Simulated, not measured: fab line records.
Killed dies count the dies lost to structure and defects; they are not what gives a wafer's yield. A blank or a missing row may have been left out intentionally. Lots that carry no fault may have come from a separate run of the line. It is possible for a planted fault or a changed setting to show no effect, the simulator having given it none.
Chamber matching / flow nand harc / NHARC_A_M1_ETCH_35 on rie diel-02: 4 sister chambers
The step etches the open film in N2/H2, target depth 40 nm, overetch 12 nm, time 43.94 s. 14 wafers are shown with their chamber, then 7 later ones without.

== WAFERS PAIRED WITH THEIR CHAMBERS ==
wafer=L568.2; chamber=1; drypump motor current A (A)=6.24; rf vpp V (V)=425.9; oes product au (a.u.)=0.990
wafer=L568.3; chamber=0; drypump motor current A (A)=5.73; rf vpp V (V)=431.1; oes product au (a.u.)=1.000
wafer=L568.6; chamber=2; drypump motor current A (A)=5.52; rf vpp V (V)=434.0; oes product au (a.u.)=0.994
wafer=L567.2; chamber=0; drypump motor current A (A)=5.73; rf vpp V (V)=432.8; oes product au (a.u.)=1.009
wafer=L567.4; chamber=2; drypump motor current A (A)=5.52; rf vpp V (V)=434.3; oes product au (a.u.)=1.002
wafer=L567.5; chamber=3; drypump motor current A (A)=5.82; rf vpp V (V)=433.1; oes product au (a.u.)=1.002
wafer=L570.1; chamber=1; drypump motor current A (A)=6.24; rf vpp V (V)=425.6; oes product au (a.u.)=0.982
wafer=L570.3; chamber=2; drypump motor current A (A)=5.49; rf vpp V (V)=434.4; oes product au (a.u.)=1.008
wafer=L570.4; chamber=0; drypump motor current A (A)=5.72; rf vpp V (V)=430.9; oes product au (a.u.)=1.010
wafer=L574.1; chamber=0; drypump motor current A (A)=5.71; rf vpp V (V)=431.2; oes product au (a.u.)=1.016
wafer=L574.2; chamber=3; drypump motor current A (A)=5.83; rf vpp V (V)=433.9; oes product au (a.u.)=1.003
wafer=L574.6; chamber=2; drypump motor current A (A)=5.53; rf vpp V (V)=434.2; oes product au (a.u.)=1.006
wafer=L576.1; chamber=1; drypump motor current A (A)=6.26; rf vpp V (V)=424.9; oes product au (a.u.)=0.994
wafer=L576.3; chamber=0; drypump motor current A (A)=5.73; rf vpp V (V)=431.8; oes product au (a.u.)=1.003

SIGNATURES (averages over the wafers above)
reading=drypump motor current A; chamber 0=5.7240; chamber 1=6.2467; chamber 2=5.5150; chamber 3=5.8250; scatter within a chamber=0.0124
reading=rf vpp V; chamber 0=431.560; chamber 1=425.467; chamber 2=434.225; chamber 3=433.500; scatter within a chamber=0.575
reading=oes product au; chamber 0=1.00760; chamber 1=0.98867; chamber 2=1.00250; chamber 3=1.00250; scatter within a chamber=0.00589
Rule: for each reading, subtract the chamber's mean from the wafer's reading, divide by that reading's scatter and square the result; add these up over the readings and take the root, which gives the wafer's distance from the chamber. If the next closest chamber is less than 2 further off than the closest, the wafer can't be placed; otherwise it belongs to the closest. The scatter: the root of (the sum of the squares of (reading less its chamber's mean) over the shown wafers, divided by (wafers less chambers)).

== WAFERS WITHOUT THEIR CHAMBER ==
wafer=L576.4; drypump motor current A (A)=5.50; rf vpp V (V)=434.3; oes product au (a.u.)=0.995
wafer=L575.3; drypump motor current A (A)=6.21; rf vpp V (V)=427.5; oes product au (a.u.)=0.991
wafer=L575.4; drypump motor current A (A)=5.51; rf vpp V (V)=435.7; oes product au (a.u.)=1.010
wafer=L575.5; drypump motor current A (A)=5.82; rf vpp V (V)=433.7; oes product au (a.u.)=1.003
wafer=L582.1; drypump motor current A (A)=5.71; rf vpp V (V)=430.8; oes product au (a.u.)=0.998
wafer=L582.4; drypump motor current A (A)=5.83; rf vpp V (V)=432.9; oes product au (a.u.)=1.010
wafer=L582.5; drypump motor current A (A)=5.71; rf vpp V (V)=431.4; oes product au (a.u.)=0.994

== EACH ONE'S CHAMBER ==
wafer=L576.4; from the rows above=2; in truth=2
wafer=L575.3; from the rows above=1; in truth=1
wafer=L575.4; from the rows above=2; in truth=2
wafer=L575.5; from the rows above=3; in truth=3
wafer=L582.1; from the rows above=0; in truth=0
wafer=L582.4; from the rows above=3; in truth=3
wafer=L582.5; from the rows above=0; in truth=0
Correctly placed: 7 of 7. Number that these rows cannot place: 0. Number placed wrongly: 0.
